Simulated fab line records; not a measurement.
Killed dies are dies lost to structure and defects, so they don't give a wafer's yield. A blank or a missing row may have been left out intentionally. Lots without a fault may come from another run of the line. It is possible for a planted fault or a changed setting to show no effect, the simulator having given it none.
Matching of chambers || flow nand-harc || NHARC_A_STAIRCASE_TRIM_20 on rie-diel-07 has 4 sister chambers
The step chemistry O2, time 211.2 s. 14 wafers are shown with their chamber, then 7 later ones without.

== WAFERS, EACH WITH ITS CHAMBER ==
{"wafer": "L074.1", "chamber": 0, "drypump-motor-current-A (A)": 5.8, "showerhead-plenum-p-Torr (Torr)": 3.37, "oes-product-au (a.u.)": 0.997}
{"wafer": "L074.4", "chamber": 3, "drypump-motor-current-A (A)": 6.3, "showerhead-plenum-p-Torr (Torr)": 3.58, "oes-product-au (a.u.)": 0.991}
{"wafer": "L074.6", "chamber": 2, "drypump-motor-current-A (A)": 6.0, "showerhead-plenum-p-Torr (Torr)": 3.33, "oes-product-au (a.u.)": 1.009}
{"wafer": "L078.3", "chamber": 2, "drypump-motor-current-A (A)": 5.9, "showerhead-plenum-p-Torr (Torr)": 3.33, "oes-product-au (a.u.)": 0.991}
{"wafer": "L078.5", "chamber": 2, "drypump-motor-current-A (A)": 6.0, "showerhead-plenum-p-Torr (Torr)": 3.33, "oes-product-au (a.u.)": 1.004}
{"wafer": "L078.6", "chamber": 3, "drypump-motor-current-A (A)": 6.3, "showerhead-plenum-p-Torr (Torr)": 3.57, "oes-product-au (a.u.)": 0.998}
{"wafer": "L082.1", "chamber": 0, "drypump-motor-current-A (A)": 5.8, "showerhead-plenum-p-Torr (Torr)": 3.36, "oes-product-au (a.u.)": 0.988}
{"wafer": "L082.2", "chamber": 1, "drypump-motor-current-A (A)": 5.8, "showerhead-plenum-p-Torr (Torr)": 3.53, "oes-product-au (a.u.)": 1.009}
{"wafer": "L082.4", "chamber": 3, "drypump-motor-current-A (A)": 6.3, "showerhead-plenum-p-Torr (Torr)": 3.56, "oes-product-au (a.u.)": 1.000}
{"wafer": "L084.2", "chamber": 0, "drypump-motor-current-A (A)": 5.8, "showerhead-plenum-p-Torr (Torr)": 3.35, "oes-product-au (a.u.)": 0.991}
{"wafer": "L084.3", "chamber": 2, "drypump-motor-current-A (A)": 5.9, "showerhead-plenum-p-Torr (Torr)": 3.32, "oes-product-au (a.u.)": 0.995}
{"wafer": "L084.6", "chamber": 3, "drypump-motor-current-A (A)": 6.3, "showerhead-plenum-p-Torr (Torr)": 3.56, "oes-product-au (a.u.)": 0.991}
{"wafer": "L091.1", "chamber": 2, "drypump-motor-current-A (A)": 6.0, "showerhead-plenum-p-Torr (Torr)": 3.30, "oes-product-au (a.u.)": 1.007}
{"wafer": "L091.2", "chamber": 1, "drypump-motor-current-A (A)": 5.8, "showerhead-plenum-p-Torr (Torr)": 3.52, "oes-product-au (a.u.)": 0.996}

SIGNATURES (means of the wafers above)
{"reading": "drypump-motor-current-A", "chamber 0": 5.800, "chamber 1": 5.800, "chamber 2": 5.960, "chamber 3": 6.300, "scatter within a chamber": 0.0346}
{"reading": "showerhead-plenum-p-Torr", "chamber 0": 3.3600, "chamber 1": 3.5250, "chamber 2": 3.3220, "chamber 3": 3.5675, "scatter within a chamber": 0.011}
{"reading": "oes-product-au", "chamber 0": 0.99200, "chamber 1": 1.00250, "chamber 2": 1.00120, "chamber 3": 0.99500, "scatter within a chamber": 0.00661}
Rule: a wafer lies at a distance from a chamber equal to the root of the sum of squares, over the readings, of (its reading less the chamber's mean, divided by the reading's scatter). If the next closest chamber is less than 2 further off than the closest, the wafer can't be placed; otherwise it belongs to the closest. The scatter is the square root of a quotient: the sum, over the shown wafers, of each reading's squared deviation from its chamber's mean, divided by wafers minus chambers.

== WAFERS WITH NO CHAMBER GIVEN ==
{"wafer": "L091.3", "drypump-motor-current-A (A)": 6.2, "showerhead-plenum-p-Torr (Torr)": 3.55, "oes-product-au (a.u.)": 0.983}
{"wafer": "L092.1", "drypump-motor-current-A (A)": 6.0, "showerhead-plenum-p-Torr (Torr)": 3.30, "oes-product-au (a.u.)": 1.007}
{"wafer": "L092.3", "drypump-motor-current-A (A)": 5.8, "showerhead-plenum-p-Torr (Torr)": 3.34, "oes-product-au (a.u.)": 1.002}
{"wafer": "L092.4", "drypump-motor-current-A (A)": 6.3, "showerhead-plenum-p-Torr (Torr)": 3.55, "oes-product-au (a.u.)": 0.994}
{"wafer": "L093.1", "drypump-motor-current-A (A)": 5.8, "showerhead-plenum-p-Torr (Torr)": 3.51, "oes-product-au (a.u.)": 0.978}
{"wafer": "L093.2", "drypump-motor-current-A (A)": 5.8, "showerhead-plenum-p-Torr (Torr)": 3.34, "oes-product-au (a.u.)": 0.987}
{"wafer": "L093.4", "drypump-motor-current-A (A)": 5.9, "showerhead-plenum-p-Torr (Torr)": 3.30, "oes-product-au (a.u.)": 0.993}

== WHICH CHAMBER EACH WENT THROUGH ==
{"wafer": "L091.3", "from the rows above": 3, "in truth": 3}
{"wafer": "L092.1", "from the rows above": 2, "in truth": 2}
{"wafer": "L092.3", "from the rows above": 0, "in truth": 0}
{"wafer": "L092.4", "from the rows above": 3, "in truth": 3}
{"wafer": "L093.1", "from the rows above": 1, "in truth": 1}
{"wafer": "L093.2", "from the rows above": 0, "in truth": 0}
{"wafer": "L093.4", "from the rows above": 2, "in truth": 2}
7 of 7 placed correctly. From these rows, 0 cannot be placed. 0 placed wrongly.
